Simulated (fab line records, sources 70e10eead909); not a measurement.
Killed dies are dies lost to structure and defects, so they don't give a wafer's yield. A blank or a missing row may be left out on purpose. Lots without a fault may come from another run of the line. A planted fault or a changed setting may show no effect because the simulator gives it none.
Chamber matching | flow nand_harc | NHARC_A_BLC_CMP_25 on cmp-02: 4 sister chambers
The step polishes, t overpolish 30 s, target thk 150 nm. 4 wafers are shown with their chamber, then 7 later ones without.

WAFERS WITH THEIR CHAMBER
wafer  | chamber | motor_current_A (A)
L075.1 | 1       | 11.7
L084.4 | 2       | 13.6
L087.2 | 0       | 10.3
L087.3 | 3       | 10.6

WAFERS WITHOUT THEIR CHAMBER
wafer  | motor_current_A (A)
L087.4 | 12.4
L087.1 | 11.3
L087.5 | 11.0
L087.6 | 11.0
L097.3 | 13.0
L097.4 | 12.2
L097.6 | 12.7

WHICH CHAMBER EACH WENT THROUGH
wafer  | from the rows above          | in truth
L087.4 | can't be placed: 1 or 2 or 3 | 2
L087.1 | can't be placed: 1 or 3 or 0 | 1
L087.5 | can't be placed: 3 or 0 or 1 | 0
L087.6 | can't be placed: 3 or 0 or 1 | 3
L097.3 | can't be placed: 2 or 1      | 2
L097.4 | can't be placed: 1 or 2 or 3 | 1
L097.6 | can't be placed: 2 or 1      | 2
Placed correctly: 0 of 7. Can't be placed from these rows: 7 (the true chamber is among the candidates in 7). Placed wrongly: 0.
How it was worked out, from the rows above alone: a wafer's distance from a chamber is the root of the sum, over the readings, of the square of ((its reading less the chamber's mean) divided by the reading's scatter). The wafer belongs to the nearest chamber; if the next one is less than 2 further off, it can't be placed. A chamber's mean is the mean of its shown wafers. The scatter: with one shown wafer a chamber, the root of the mean of the squares of how far each hidden wafer lies from its nearest shown one.
